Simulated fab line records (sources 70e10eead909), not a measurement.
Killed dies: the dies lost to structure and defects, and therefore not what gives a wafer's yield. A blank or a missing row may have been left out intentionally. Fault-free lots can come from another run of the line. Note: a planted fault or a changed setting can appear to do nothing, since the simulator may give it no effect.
The tool behind it: which one?	flow nandHarc	11 lots with 33 wafers sampled at 5 steps, on a route of 1159 steps

WHAT EACH GAUGE READ, for each wafer
NHARC_END_SORT_01.
lot	measured	on	killedAtArray
L737	day 22 05:13	prober-02	20 22

WHAT TOOL EACH LOT RAN ON (gives the tool, then ch and the chambers of the sampled wafers, and finally the start)
lot	NHARC_A_STAIRCASE_DESCUM_219	NHARC_A_STAIRCASE_TRIM_224	NHARC_A_STAIRCASE_ETCH_225	NHARC_A_STAIRCASE_TRIM_231
L729	rieDiel-13 ch 2,3, day 11 18:01	rieDiel-13 ch 0,1,3, day 11 19:22	rieDiel-13 ch 1,2, no start	rieDiel-13 ch 0,3, no start
L727	rieDiel-13 ch 1,2,3, day 11 18:07	rieDiel-13 ch 0,2,3, day 11 19:59	rieDiel-13 ch 0,2,3, no start	rieDiel-01 ch 0,2,3, no start
L730	rieDiel-12 ch 1,2,3, day 12 01:42	rieDiel-12 ch 0,1,2, day 12 02:14	rieDiel-12 ch 1,3, no start	rieDiel-12 ch 0,2, no start
L728	rieDiel-12 ch 2,3, day 12 03:10	rieDiel-12 ch 0,1, day 12 04:17	rieDiel-12 ch 0,1, no start	rieDiel-12 ch 2,3, no start
L737	rieDiel-13 ch 0,3, day 14 12:54	rieDiel-13 ch 0,1, day 14 13:32	rieDiel-13 ch 0,1,2, day 22 05:13 or earlier	rieDiel-12 ch 0,1,2, day 22 05:13 or earlier
L740	rieDiel-13 ch 0,1, day 14 19:04	rieDiel-13 ch 1,2,3, day 14 19:41	rieDiel-13 ch 0,2,3, no start	rieDiel-01 ch 0,2,3, no start
L742	rieDiel-01 ch 0,3, day 15 08:43	rieDiel-01 ch 0,1,2, day 15 09:23	rieDiel-01 ch 0,3, no start	rieDiel-13 ch 1,2,3, no start
L744	rieDiel-12 ch 0,2, day 15 11:26	rieDiel-12 ch 0,2, day 15 12:08	rieDiel-12 ch 0,2, no start	rieDiel-12 ch 0,3, no start
L747	rieDiel-01 ch 0,1,2, day 16 08:49	rieDiel-01 ch 0,3, day 16 09:23	rieDiel-01 ch 0,2,3, no start	rieDiel-01 ch 0,2,3, no start
L749	rieDiel-01 ch 0,2, day 17 01:25	rieDiel-01 ch 0,1,2, day 17 02:06	rieDiel-01 ch 0,1,3, no start	rieDiel-13 ch 2,3, no start
L748	rieDiel-01 ch 0,2,3, day 17 04:58	rieDiel-01 ch 0,2,3, day 17 05:34	rieDiel-01 ch 1,2,3, no start	rieDiel-12 ch 0,1,3, no start
- NHARC_A_STAIRCASE_DESCUM_219: chemistry O2, time 3 s.
- NHARC_A_STAIRCASE_TRIM_224: chemistry O2, time 211.2 s.
- NHARC_A_STAIRCASE_ETCH_225: etches the open film in C4F8/O2, target depth 100 nm, time 40.5 s.
- NHARC_A_STAIRCASE_TRIM_231: chemistry O2, time 211.2 s.

THE ANSWER, worked out from the rows above alone
Rule: what is usual is taken from the lots themselves. Put in order of their means at a reading, lots are off if they are a third of the lots or fewer, leave a main group of 4 or more, and stand apart from it by a gap of 3 or more times the standard deviation of the main group's means; of several such gaps the widest counts. Not used: any main group whose means are identical at the precision the tables above print for the reading. A lot without any number at a reading at which 4 lots or more have one is off too. Where the step has rows for the other lots, those lots are counted as sound.
No lot is off on any of the readings shown, so nothing can be concluded from this.

WHAT HAD BEEN PUT IN BY THE SIMULATOR
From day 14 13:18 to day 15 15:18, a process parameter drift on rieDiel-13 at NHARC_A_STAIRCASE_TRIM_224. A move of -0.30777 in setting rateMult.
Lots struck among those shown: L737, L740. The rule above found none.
